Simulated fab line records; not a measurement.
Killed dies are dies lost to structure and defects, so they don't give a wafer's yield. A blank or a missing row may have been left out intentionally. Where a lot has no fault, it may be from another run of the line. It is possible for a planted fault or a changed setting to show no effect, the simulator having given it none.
Chamber matching | flow nandHarc | 4 sister chambers for NHARC_A_M1_DESCUM_14 on rieDiel-04
The step chemistry O2, time 3 s. 18 wafers are shown with their chamber, then 9 later ones without.

## WAFERS WITH THEIR CHAMBER
wafer  | chamber | drypumpMotorCurrentA (A) | rfVppV (V) | oesProductAu (a.u.)
L081.1 | 0       | 5.9                      | 56.4       | 0.998
L081.3 | 3       | 4.7                      | 57.0       | 1.007
L081.5 | 2       | 4.7                      | 57.6       | 1.001
L086.2 | 3       | 4.7                      | 58.3       | 1.005
L086.5 | 2       | 4.7                      | 58.5       | 0.999
L086.6 | 3       | 4.7                      | 57.7       | 1.008
L087.1 | 0       | 5.9                      | 58.5       | 0.989
L087.5 | 3       | 4.7                      | 58.2       | 1.003
L087.6 | 2       | 4.7                      | 57.1       | 1.000
L090.1 | 3       | 4.6                      | 57.0       | 1.006
L090.2 | 2       | 4.7                      | 58.6       | 1.000
L090.6 | 1       | 4.8                      | 59.1       | 1.001
L089.1 | 0       | 5.9                      | 57.9       | 0.984
L089.3 | 1       | 4.8                      | 60.1       | 0.982
L089.5 | 0       | 5.9                      | 58.0       | 0.982
L095.1 | 0       | 5.9                      | 57.0       | 1.001
L095.3 | 2       | 4.7                      | 56.6       | 1.005
L095.6 | 2       | 4.6                      | 56.5       | 1.007

SIGNATURES (averages over the wafers above)
reading              | chamber 0 | chamber 1 | chamber 2 | chamber 3 | scatter within a chamber
drypumpMotorCurrentA | 5.900     | 4.800     | 4.683     | 4.680     | 0.0342
rfVppV               | 57.560    | 59.600    | 57.483    | 57.640    | 0.807
oesProductAu         | 0.99080   | 0.99150   | 1.00200   | 1.00580   | 0.00615
Rule: for a wafer and a chamber, the distance is found by dividing, reading by reading, the gap between the wafer's reading and the chamber's mean by the reading's scatter, squaring, summing and taking the root. The wafer belongs to the nearest chamber; if the next one is less than 2 further off, it can't be placed. The scatter: take each reading less its chamber's mean, square it, sum over the shown wafers, divide by the number of wafers less the number of chambers, and take the root.

## WAFERS WITHOUT THEIR CHAMBER
wafer  | drypumpMotorCurrentA (A) | rfVppV (V) | oesProductAu (a.u.)
L094.2 | 4.8                      | 57.7       | 0.999
L094.4 | 4.7                      | 59.1       | 0.988
L094.5 | 4.8                      | 58.2       | 0.995
L096.1 | 4.7                      | 57.5       | 1.003
L096.2 | 4.8                      | 57.7       | 0.994
L096.3 | 4.7                      | 57.5       | 0.990
L097.1 | 4.7                      | 56.2       | 1.002
L097.2 | 4.7                      | 57.5       | 0.983
L097.3 | 5.9                      | 57.3       | 0.998

## THE CHAMBER EACH PASSED THROUGH
wafer  | from the rows above          | in truth
L094.2 | can't be placed: 1 or 2 or 3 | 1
L094.4 | can't be placed: 1 or 2 or 3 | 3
L094.5 | can't be placed: 1 or 2      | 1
L096.1 | can't be placed: 2 or 3      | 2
L096.2 | can't be placed: 1 or 2 or 3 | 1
L096.3 | can't be placed: 2 or 3 or 1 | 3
L097.1 | can't be placed: 2 or 3      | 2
L097.2 | can't be placed: 2 or 3 or 1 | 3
L097.3 | 0                            | 0
Correctly placed: 1 of 9. Unplaceable from these rows: 8, with the true chamber sitting among the candidates in 8. 0 placed wrongly.
